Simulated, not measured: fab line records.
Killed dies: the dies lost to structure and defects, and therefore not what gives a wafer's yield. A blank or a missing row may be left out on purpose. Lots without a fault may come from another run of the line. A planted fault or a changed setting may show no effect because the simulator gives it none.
The tool behind it: which one? || flow n5Finfet || Sampling: 11 lots, 30 wafers, 6 of 1938 route steps

## WHAT THE GAUGES SHOWED, per wafer
N5_BEOL_M5_INSPECT_58: inspects for defects (darkfield).
{"lot": "L955", "measured": "day 9 23:38", "on": "defectInspect-01", "rawDefectCount": "74 62 82"}
{"lot": "L956", "measured": "day 10 01:10", "on": "defectInspect-02", "rawDefectCount": "1080 1110 1075"}
{"lot": "L957", "measured": "day 10 08:08", "on": "defectInspect-01", "rawDefectCount": "1064 1043 1049"}
{"lot": "L960", "measured": "day 11 05:10", "on": "defectInspect-01", "rawDefectCount": "1082 1098 1070"}
{"lot": "L963", "measured": "day 12 10:54", "on": "defectInspect-02", "rawDefectCount": "79 47 67"}
{"lot": "L970", "measured": "day 14 09:37", "on": "defectInspect-02", "rawDefectCount": "68 69"}
{"lot": "L971", "measured": "day 14 13:49", "on": "defectInspect-01", "rawDefectCount": "62 57 61"}
{"lot": "L969", "measured": "day 14 17:49", "on": "defectInspect-02", "rawDefectCount": "115 112 65"}
{"lot": "L973", "measured": "day 15 08:24", "on": "defectInspect-01", "rawDefectCount": "67 71"}
{"lot": "L972", "measured": "day 15 09:07", "on": "defectInspect-01", "rawDefectCount": "54 63 50"}
{"lot": "L974", "measured": "day 15 12:31", "on": "defectInspect-02", "rawDefectCount": "103 73"}

N5_BEOL_M6_INSPECT_13: inspects for defects (brightfield).
{"lot": "L955", "measured": "day 10 01:10", "on": "defectInspect-02", "rawDefectCount": "456 448 442"}
{"lot": "L956", "measured": "day 10 03:17", "on": "defectInspect-02", "rawDefectCount": "1393 1541 1517"}
{"lot": "L957", "measured": "day 10 11:41", "on": "defectInspect-02", "rawDefectCount": "1424 1360 1336"}
{"lot": "L960", "measured": "day 11 07:38", "on": "defectInspect-01", "rawDefectCount": "1354 1573 1460"}
{"lot": "L963", "measured": "day 12 17:05", "on": "defectInspect-02", "rawDefectCount": "415 476 415"}
{"lot": "L970", "measured": "day 14 13:13", "on": "defectInspect-01", "rawDefectCount": "299 345"}
{"lot": "L971", "measured": "day 14 16:45", "on": "defectInspect-01", "rawDefectCount": "453 294 448"}
{"lot": "L969", "measured": "day 14 20:19", "on": "defectInspect-02", "rawDefectCount": "582 334 373"}
{"lot": "L973", "measured": "day 15 12:37", "on": "defectInspect-02", "rawDefectCount": "411 391"}
{"lot": "L972", "measured": "day 15 12:47", "on": "defectInspect-02", "rawDefectCount": "339 309 348"}
{"lot": "L974", "measured": "day 15 16:06", "on": "defectInspect-01", "rawDefectCount": "297 352"}

## WHICH TOOL RAN EACH LOT (tool, then ch and the chambers of the sampled wafers, then the start)
{"lot": "L955", "N5_BEOL_M5_SPUTTER_88": "pvdSputter-03, day 9 21:22", "N5_BEOL_M5_ANNEAL_89": "pvdSputter-03, day 9 21:27", "N5_BEOL_M5_CMP_52": "cmp-04 ch 1,2,3, day 9 23:08", "N5_BEOL_M5_CO_CAP_78": "cvdCo-01 ch 0,1,2, day 9 23:25"}
{"lot": "L956", "N5_BEOL_M5_SPUTTER_88": "pvdSputter-02, day 9 22:59", "N5_BEOL_M5_ANNEAL_89": "pvdSputter-02, day 9 23:04", "N5_BEOL_M5_CMP_52": "cmp-01 ch 0,2, day 10 00:35", "N5_BEOL_M5_CO_CAP_78": "cvdCo-01 ch 1,2, day 10 00:57"}
{"lot": "L957", "N5_BEOL_M5_SPUTTER_88": "pvdSputter-03, day 10 05:45", "N5_BEOL_M5_ANNEAL_89": "pvdSputter-03, day 10 05:50", "N5_BEOL_M5_CMP_52": "cmp-01 ch 0,3, day 10 07:22", "N5_BEOL_M5_CO_CAP_78": "cvdCo-01 ch 0,1,2, day 10 07:53"}
{"lot": "L960", "N5_BEOL_M5_SPUTTER_88": "pvdSputter-03, day 11 02:47", "N5_BEOL_M5_ANNEAL_89": "pvdSputter-03, day 11 02:52", "N5_BEOL_M5_CMP_52": "cmp-01 ch 0,2,3, day 11 04:26", "N5_BEOL_M5_CO_CAP_78": "cvdCo-01 ch 0,1,2, day 11 04:49"}
{"lot": "L963", "N5_BEOL_M5_SPUTTER_88": "pvdSputter-03, day 12 08:42", "N5_BEOL_M5_ANNEAL_89": "pvdSputter-03, day 12 08:47", "N5_BEOL_M5_CMP_52": "cmp-04 ch 1,2,3, day 12 10:19", "N5_BEOL_M5_CO_CAP_78": "cvdCo-02 ch 0,1, day 12 10:41"}
{"lot": "L970", "N5_BEOL_M5_SPUTTER_88": "pvdSputter-02, day 14 07:28", "N5_BEOL_M5_ANNEAL_89": "pvdSputter-02, day 14 07:32", "N5_BEOL_M5_CMP_52": "cmp-02 ch 3, day 14 09:02", "N5_BEOL_M5_CO_CAP_78": "cvdCo-02 ch 0,2, day 14 09:25"}
{"lot": "L971", "N5_BEOL_M5_SPUTTER_88": "pvdSputter-03, day 14 11:14", "N5_BEOL_M5_ANNEAL_89": "pvdSputter-03, day 14 11:19", "N5_BEOL_M5_CMP_52": "cmp-02 ch 1,3, day 14 13:14", "N5_BEOL_M5_CO_CAP_78": "cvdCo-02 ch 1,2, day 14 13:36"}
{"lot": "L969", "N5_BEOL_M5_SPUTTER_88": "pvdSputter-02, day 14 15:18", "N5_BEOL_M5_ANNEAL_89": "pvdSputter-02, day 14 15:51", "N5_BEOL_M5_CMP_52": "cmp-01 ch 0,3, day 14 17:10", "N5_BEOL_M5_CO_CAP_78": "cvdCo-02 ch 0,1,2, day 14 17:38"}
{"lot": "L973", "N5_BEOL_M5_SPUTTER_88": "pvdSputter-03, day 15 06:04", "N5_BEOL_M5_ANNEAL_89": "pvdSputter-03, day 15 06:08", "N5_BEOL_M5_CMP_52": "cmp-01 ch 0,3, day 15 07:49", "N5_BEOL_M5_CO_CAP_78": "cvdCo-01 ch 0,2, day 15 08:12"}
{"lot": "L972", "N5_BEOL_M5_SPUTTER_88": "pvdSputter-01, day 15 06:32", "N5_BEOL_M5_ANNEAL_89": "pvdSputter-01, day 15 06:37", "N5_BEOL_M5_CMP_52": "cmp-01 ch 0,1,2, day 15 08:31", "N5_BEOL_M5_CO_CAP_78": "cvdCo-02 ch 0,2, day 15 08:52"}
{"lot": "L974", "N5_BEOL_M5_SPUTTER_88": "pvdSputter-02, day 15 10:19", "N5_BEOL_M5_ANNEAL_89": "pvdSputter-02, day 15 10:24", "N5_BEOL_M5_CMP_52": "cmp-01 ch 2,3, day 15 11:55", "N5_BEOL_M5_CO_CAP_78": "cvdCo-01 ch 0,1, day 15 12:17"}
- N5_BEOL_M5_SPUTTER_88: material Cu, target thk 15 nm, time 27.62 s.
- N5_BEOL_M5_ANNEAL_89: time 1800 s.
- N5_BEOL_M5_CMP_52: polishes, stops on SiCOH lowk, t overpolish 6.9 s, target thk 62 nm.
- N5_BEOL_M5_CO_CAP_78: material Co, precursor CCTBA/H2, target thk 2 nm, time 102.1 s.

## AS READ BY THE TOOLS THEMSELVES (means over the sampled wafers that have a number; for cases with no such wafer, the mark the record gives instead)
N5_BEOL_M5_SPUTTER_88.
{"lot": "L955", "tool": "pvdSputter-03", "throttleValvePct (%)": 32.3}
{"lot": "L956", "tool": "pvdSputter-02", "throttleValvePct (%)": 29.3}
{"lot": "L957", "tool": "pvdSputter-03", "throttleValvePct (%)": 31.1}
{"lot": "L960", "tool": "pvdSputter-03", "throttleValvePct (%)": 30.6}
{"lot": "L963", "tool": "pvdSputter-03", "throttleValvePct (%)": 30.6}
{"lot": "L970", "tool": "pvdSputter-02", "throttleValvePct (%)": 29.4}
{"lot": "L971", "tool": "pvdSputter-03", "throttleValvePct (%)": 31.1}
{"lot": "L969", "tool": "pvdSputter-02", "throttleValvePct (%)": 28.9}
{"lot": "L973", "tool": "pvdSputter-03", "throttleValvePct (%)": 30.8}
{"lot": "L972", "tool": "pvdSputter-01", "throttleValvePct (%)": 30.7}
{"lot": "L974", "tool": "pvdSputter-02", "throttleValvePct (%)": 29.4}

N5_BEOL_M5_ANNEAL_89.
{"lot": "L955", "tool": "pvdSputter-03", "heaterPowerW (W)": 911}
{"lot": "L956", "tool": "pvdSputter-02", "heaterPowerW (W)": 852}
{"lot": "L957", "tool": "pvdSputter-03", "heaterPowerW (W)": 816}
{"lot": "L960", "tool": "pvdSputter-03", "heaterPowerW (W)": 816}
{"lot": "L963", "tool": "pvdSputter-03", "heaterPowerW (W)": 736}
{"lot": "L970", "tool": "pvdSputter-02", "heaterPowerW (W)": 856}
{"lot": "L971", "tool": "pvdSputter-03", "heaterPowerW (W)": 813}
{"lot": "L969", "tool": "pvdSputter-02", "heaterPowerW (W)": 800}
{"lot": "L973", "tool": "pvdSputter-03", "heaterPowerW (W)": 793}
{"lot": "L972", "tool": "pvdSputter-01", "heaterPowerW (W)": 826}
{"lot": "L974", "tool": "pvdSputter-02", "heaterPowerW (W)": 870}

N5_BEOL_M5_CMP_52.
{"lot": "L955", "tool": "cmp-04", "barrierFieldEndpointS (s)": 24.3, "clearingPlatenDownForcePsi (psi)": 1.503, "motorCurrentA (A)": 6.5, "overpolishRunS (s)": 6.899, "timeToEndpointS (s)": 61}
{"lot": "L956", "tool": "cmp-01", "barrierFieldEndpointS (s)": 24.2, "clearingPlatenDownForcePsi (psi)": 1.501, "motorCurrentA (A)": 5.1, "overpolishRunS (s)": 6.902, "timeToEndpointS (s)": 60}
{"lot": "L957", "tool": "cmp-01", "barrierFieldEndpointS (s)": 24.6, "clearingPlatenDownForcePsi (psi)": 1.499, "motorCurrentA (A)": 5.4, "overpolishRunS (s)": 6.910, "timeToEndpointS (s)": 62}
{"lot": "L960", "tool": "cmp-01", "barrierFieldEndpointS (s)": 24.6, "clearingPlatenDownForcePsi (psi)": 1.499, "motorCurrentA (A)": 5.5, "overpolishRunS (s)": 6.904, "timeToEndpointS (s)": 62}
{"lot": "L963", "tool": "cmp-04", "barrierFieldEndpointS (s)": 24.5, "clearingPlatenDownForcePsi (psi)": 1.498, "motorCurrentA (A)": 6.5, "overpolishRunS (s)": 6.896, "timeToEndpointS (s)": 58}
{"lot": "L970", "tool": "cmp-02", "barrierFieldEndpointS (s)": 24.9, "clearingPlatenDownForcePsi (psi)": 1.494, "motorCurrentA (A)": 5.8, "overpolishRunS (s)": 6.895, "timeToEndpointS (s)": 64}
{"lot": "L971", "tool": "cmp-02", "barrierFieldEndpointS (s)": 24.8, "clearingPlatenDownForcePsi (psi)": 1.501, "motorCurrentA (A)": 5.7, "overpolishRunS (s)": 6.889, "timeToEndpointS (s)": 64}
{"lot": "L969", "tool": "cmp-01", "barrierFieldEndpointS (s)": 24.7, "clearingPlatenDownForcePsi (psi)": 1.502, "motorCurrentA (A)": 5.9, "overpolishRunS (s)": 6.891, "timeToEndpointS (s)": 62}
{"lot": "L973", "tool": "cmp-01", "barrierFieldEndpointS (s)": 24.8, "clearingPlatenDownForcePsi (psi)": 1.499, "motorCurrentA (A)": 5.7, "overpolishRunS (s)": 6.896, "timeToEndpointS (s)": 62}
{"lot": "L972", "tool": "cmp-01", "barrierFieldEndpointS (s)": 25.4, "clearingPlatenDownForcePsi (psi)": 1.503, "motorCurrentA (A)": 5.4, "overpolishRunS (s)": 6.900, "timeToEndpointS (s)": 67}
{"lot": "L974", "tool": "cmp-01", "barrierFieldEndpointS (s)": 25.4, "clearingPlatenDownForcePsi (psi)": 1.498, "motorCurrentA (A)": 5.8, "overpolishRunS (s)": 6.896, "timeToEndpointS (s)": 62}

N5_BEOL_M5_CO_CAP_78.
{"lot": "L955", "tool": "cvdCo-01", "heaterPowerOuterW (W)": 122, "heaterPowerW (W)": 222}
{"lot": "L956", "tool": "cvdCo-01", "heaterPowerOuterW (W)": 123, "heaterPowerW (W)": 219}
{"lot": "L957", "tool": "cvdCo-01", "heaterPowerOuterW (W)": 122, "heaterPowerW (W)": 218}
{"lot": "L960", "tool": "cvdCo-01", "heaterPowerOuterW (W)": 122, "heaterPowerW (W)": 221}
{"lot": "L963", "tool": "cvdCo-02", "heaterPowerOuterW (W)": 131, "heaterPowerW (W)": 247}
{"lot": "L970", "tool": "cvdCo-02", "heaterPowerOuterW (W)": 132, "heaterPowerW (W)": 248}
{"lot": "L971", "tool": "cvdCo-02", "heaterPowerOuterW (W)": 145, "heaterPowerW (W)": 258}
{"lot": "L969", "tool": "cvdCo-02", "heaterPowerOuterW (W)": 135, "heaterPowerW (W)": 251}
{"lot": "L973", "tool": "cvdCo-01", "heaterPowerOuterW (W)": 123, "heaterPowerW (W)": 222}
{"lot": "L972", "tool": "cvdCo-02", "heaterPowerOuterW (W)": 134, "heaterPowerW (W)": 245}
{"lot": "L974", "tool": "cvdCo-01", "heaterPowerOuterW (W)": 124, "heaterPowerW (W)": 221}

## THE ANSWER, worked out from the rows above alone
Rule: what is usual is taken from the lots themselves. Put in order of their means at a reading, lots are off if they are a third of the lots or fewer, leave a main group of 4 or more, and stand apart from it by a gap of 3 or more times the standard deviation of the main group's means; of several such gaps the widest counts. A main group is skipped when, at the precision printed for the reading in the tables above, its means are all equal. A lot without any number at a reading at which 4 lots or more have one is off too. All remaining lots with rows at the step are treated as sound. After the gauges, taken in route order, come the tools' own readings; for these a lot's mean is taken, as printed above. The first step at which some lot is off is used, and at that step the reading that is off furthest; a lot without a number counts as furthest.
Off: L956, L957, L960 (N5_BEOL_M5_INSPECT_58, rawDefectCount). The main group: mean 72, standard deviation 13.
If a tool, at a process step before that reading, ran all the lots that are off and no sound lot after the first of them, it fits. Those tools and the gauges at N5_BEOL_M5_INSPECT_58 are tried in the same way. Not one of the candidates tried fits.

## WHAT THE SIMULATOR HAD INSERTED
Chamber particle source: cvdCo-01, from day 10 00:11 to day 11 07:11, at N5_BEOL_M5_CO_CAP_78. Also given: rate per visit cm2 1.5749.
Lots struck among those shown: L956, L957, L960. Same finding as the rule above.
